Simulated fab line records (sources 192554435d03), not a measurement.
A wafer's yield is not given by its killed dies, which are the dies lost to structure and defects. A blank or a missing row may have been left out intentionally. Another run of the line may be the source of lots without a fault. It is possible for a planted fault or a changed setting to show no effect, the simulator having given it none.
Lot-split experiment	flow n5 finfet	21 wafers read across 7 lots, on a route 1938 steps long

== SPLIT DETAILS ==
At N5_GATE_CUT_ALD_22 (deposits SiNx, target thk 16 nm, pulse time 1 s, ald cycles 320), the setting ald cycles was moved away from the recipe's 320 on 6 of the 21 wafers read, by -12.2% to +15.9%. All remaining wafers had this setting at the recipe value.

The reading is taken at the split's own step.

== THE READING ==
SiNx_of_GATE_CUT_ALD_22.thk nm (the simulator's own value, which no gauge read), in nm, at N5_GATE_CUT_ALD_22 (deposits SiNx, target thk 16 nm, pulse time 1 s, ald cycles 320). The file gives no usual value for it. Average 16.0 nm, standard deviation 0.05 nm, over the 15 wafers here run with the recipe.

wafer	tool, chamber at the split	ald cycles as run	against the recipe	SiNx_of_GATE_CUT_ALD_22.thk nm, nm	against lot-mates on the recipe
L074.1	ald sin-04, 3	358	+11.9%	17.8	+1.8
L074.2	ald sin-04, 0	320	recipe	16	-
L074.5	ald sin-04, 0	320	recipe	16	-
L076.1	ald sin-03, 0	320	recipe	16	-
L076.4	ald sin-03, 2	353	+10.3%	17.8	+1.8
L076.5	ald sin-03, 0	353	+10.3%	17.6	+1.6
L079.2	ald sin-04, 0,1	320	recipe	16	-
L079.3	ald sin-04, 0,1	320	recipe	16	-
L079.5	ald sin-04, 1	371	+15.9%	18.6	+2.6
L086.2	ald sin-01, 0,2	320	recipe	16	-
L086.3	ald sin-01, 0,2	320	recipe	16	-
L086.5	ald sin-01, 2	281	-12.2%	14	-2.0
L087.1	ald sin-03, 2,3,3	320	recipe	16	-
L087.2	ald sin-03, 2,3,3	320	recipe	16	-
L087.6	ald sin-03, 2,3,3	320	recipe	16	-
L090.3	ald sin-04, 1,0	320	recipe	16	-
L090.5	ald sin-04, 1,0	320	recipe	16	-
L090.6	ald sin-04, 1	320	recipe	15.8	-
L094.1	ald sin-04, 1	320	recipe	16	-
L094.6	ald sin-04, 1	320	recipe	16	-
L094.3	ald sin-04, 2	362	+13.1%	18.2	+2.2
Where a row lists several chambers, the file gives one row for several wafers and doesn't say which wafer went through which chamber.

FIT RESULTS
A straight line over all 21 wafers: SiNx_of_GATE_CUT_ALD_22.thk nm changes by +0.163 nm for each +1% of ald cycles; r = +1.00; the points scatter about the line by 0.065 nm.
The same after taking each lot's own level away (the mean of its wafers on the recipe; 21 wafers): +0.163 nm for each +1%; r = +1.00; scatter 0.06 nm.
On that fit, the largest move of ald cycles shifts the reading by 2.6 nm.
Measured against the standard deviation above, the lots' own levels, which go from 15.93 to 16.00 nm, span 1.3 times it.
So the lot-to-lot level changes the slope little: the two slopes agree.
Check: for one of the wafers moved furthest among these (+15.9%), held out of the fit, the line's prediction against its lot-mates is +2.59 nm. Against them it came out at +2.6 nm.

== ADDITIONAL SPLITS CARRIED BY THESE WAFERS ==
Other splits were also applied to these wafers ahead of the reading. Each is held against what the fit with the lots' levels taken away leaves over:
other split on the same wafers	wafers away from the commonest value	r with SiNx_of_GATE_CUT_ALD_22.thk nm (lot level and that fit taken away)
N5_DUMMY_GATE_PECVD_30 time s	6	+0.00
N5_SD_EPI_N_EPI_21 time s	4	-0.02
N5_SD_EPI_P_COAT_34 spin rpm	2	-0.02
N5_HKMG_FIN_ETCH_58 source w	5	-0.16
N5_GATE_CUT_DESCUM_18 time s	8	+0.10

== THE WHOLE CHAIN: every reading that the file lists as answering this split, in the file's order ==
step	what it does	reading	change (the file's fit)	r (the file's)
N5_GATE_CUT_ALD_22	deposits SiNx, target thk 16 nm, pulse time 1 s, ald cycles 320	SiNx_of_GATE_CUT_ALD_22.thk nm (the simulator's own value, which no gauge read)	+0.162 nm for each +1% of the setting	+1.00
N5_GATE_CUT_CMP_23	polishes, stops on SiO2, t overpolish 23.4 s, target thk 16 nm	SiNx_of_GATE_CUT_ALD_22.thk nm (the simulator's own value, which no gauge read)	not straight: 14 at the lowest setting, 15.99 at the recipe, 14.8 at the highest	not given

== THE FILE'S OWN FIT ==
SiNx_of_GATE_CUT_ALD_22.thk nm changes by +0.162 nm for each +1% of ald cycles, r = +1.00.
